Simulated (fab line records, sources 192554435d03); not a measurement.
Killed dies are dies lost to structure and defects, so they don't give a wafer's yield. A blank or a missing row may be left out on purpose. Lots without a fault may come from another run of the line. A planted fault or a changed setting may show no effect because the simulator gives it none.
A struck lot beside a sound one | flow n5_finfet | 32 steps out of a route of 1938
Sound: wafers L378.1, L378.4, L378.5. Struck: wafers L368.2, L368.3, L368.5. The cause comes at the end.
At each step with rows: each side's tool, then ch and its chambers, then its first start. Under that, the readings that differ: sound wafers | struck wafers | difference of the means | sigmas: that difference in standard deviations of wafers without a fault.
alike: readings whose means differ by less than 2 such deviations, and words and numbers that are the same on both sides. not compared: withheld readings, readings that some wafer has no value for, bounds like >300 that may hide the same value, and numbers for which the record gives no deviation and whose values overlap.
The two part at a step that has a row with sigmas, a row that says differs or no value, or rows on one side only. Numbers that don't overlap but have no deviation are shown without sigmas and don't part them. A reading that every wafer of one side lacks parts them only if that side has two wafers or more.

first, 11 steps without rows for these wafers: N5_BEOL_M4_SPUTTER_90 (material Cu, target thk 4.5 nm, time 8.29 s); N5_BEOL_M4_ANNEAL_91 (time 240 s); N5_BEOL_M4_SPUTTER_92 (material Cu, target thk 4.5 nm, time 8.29 s); N5_BEOL_M4_ANNEAL_93 (time 240 s); N5_BEOL_M4_SPUTTER_94 (material Cu, target thk 4.5 nm, time 8.29 s); N5_BEOL_M4_ANNEAL_95 (time 240 s); N5_BEOL_M4_SPUTTER_96 (material Cu, target thk 4.5 nm, time 8.29 s); N5_BEOL_M4_ECD_50 (material Cu, target thk 300 nm); N5_BEOL_M4_ANNEAL_51 (time 90 s); N5_BEOL_M4_CMP_52 (polishes, stops on SiOC, t overpolish 6.8 s, target thk 40 nm); N5_BEOL_M4_PRE_CLEAN_60 (time 15 s).
N5_BEOL_M4_CO_CAP_55: material Co, precursor CCTBA/H2, target thk 2 nm, time 102.1 s.
  sound on cvd_co-02 ch 0,1,2, day 14 01:28; struck on cvd_co-01 ch 0,1,2, day 11 07:50
  alike: heater_power_w
then, 2 steps without rows for these wafers: N5_BEOL_M4_PRE_CLEAN_56 (time 15 s); N5_BEOL_M4_DEP_57 (deposits SiCN from 3MS/NH3, target thk 8 nm, time 14 s).
N5_BEOL_M4_INSPECT_59: inspects for defects (darkfield).
  sound on defect_inspect-01, day 14 01:41; struck on defect_inspect-01, day 11 08:02
  reading          | sound    | struck      | difference | sigmas
  raw_defect_count | 56 74 61 | 395 429 405 | +346       | +17
N5_BEOL_M4_RC_MEAS_101:
  sound on prober-02 ch 0, day 14 01:43; struck on prober-02 ch 0, day 11 08:13
  alike: DIBL_N, DIBL_P, IOFF_N, IOFF_P, ION_N, ION_P, SS_N, SS_P, VT_N, VT_P
then, 13 steps without rows for these wafers: N5_BEOL_M5_ILD_DEP_00 (deposits SiCOH lowk from DEMS/porogen, target thk 140.64 nm, time 25.9 s); N5_BEOL_M5_CURE_79 (cures SiCOH lowk, time 240 s); N5_BEOL_M5_PECVD_70 (deposits SiO2 from TEOS/O2, target thk 16 nm, time 18 s); N5_BEOL_M5_HM_DEP_02 (deposits TiN, target thk 20 nm); N5_BEOL_M5_COAT_59 (time 60 s, resist thk 60 nm); N5_BEOL_M5_COAT_60 (time 60 s, resist thk 12 nm); N5_BEOL_M5_COAT_71 (time 60 s, resist thk 5 nm); N5_BEOL_M5_COAT_05 (resist thk 30 nm); N5_BEOL_M5_EBR_07; N5_BEOL_M5_SOFTBAKE_06 (time 60 s); N5_BEOL_M5_EXPOSE_08 (exposes mask M5, target cd 28 nm); N5_BEOL_M5_PEB_09 (peb time 60 s); N5_BEOL_M5_DEVELOP_10 (develop time 30 s).
N5_BEOL_M5_INSPECT_13: inspects for defects (brightfield).
  sound on defect_inspect-01, day 14 04:38; struck on defect_inspect-01, day 11 10:41
  reading          | sound       | struck      | difference | sigmas
  raw_defect_count | 215 320 282 | 627 674 732 | +405       | +5
then, 1 step without rows for these wafers: N5_BEOL_M5_DESCUM_16 (chemistry O2, time 7 s).
-- the record jumps here: 4 days lie between the struck wafers' starts before and after (it left off in module BEOL_M5 and takes up again in module PASSIVATION, whose first step shown is number 1936 of the route) --
N5_PASSIVATION_PROBE_49:
  sound on prober-01, day 18 15:39; struck on prober-02, day 15 18:40
  reading                  | sound     | struck         | difference | sigmas
  defect_limited_yield (%) | 94.7 92.5 | 88.0 81.7 84.9 | -8.7       | -6
  killed_at_M4_up          | 6 13      | 53 119 103     | +82        | +14
  killed_dies              | 62 89     | 142 216 178    | +103       | +6
  killed_on_rim            | 9 15      | 25 15 37       | +14        | +3
  sort_bin_5_function (%)  | 3.1 5.3   | 7.8 10.7 10.0  | +5.3       | +5
  sort_bin_6_memory (%)    | 1.9 2.0   | 3.1 5.1 4.2    | +2.2       | +3
  sort_n_pass              | 1118 1091 | 1038 964 1002  | -103       | -6
  sort_yield_pct (%)       | 94.7 92.5 | 88.0 81.7 84.9 | -8.7       | -6
  alike: killed_at_M0_to_M3, killed_at_contacts, killed_at_front_end, killed_at_other, killed_open, killed_short

WHERE THEY PART
First at N5_BEOL_M4_INSPECT_59; last, within this record, at N5_PASSIVATION_PROBE_49.

WHY: what the simulator had put in
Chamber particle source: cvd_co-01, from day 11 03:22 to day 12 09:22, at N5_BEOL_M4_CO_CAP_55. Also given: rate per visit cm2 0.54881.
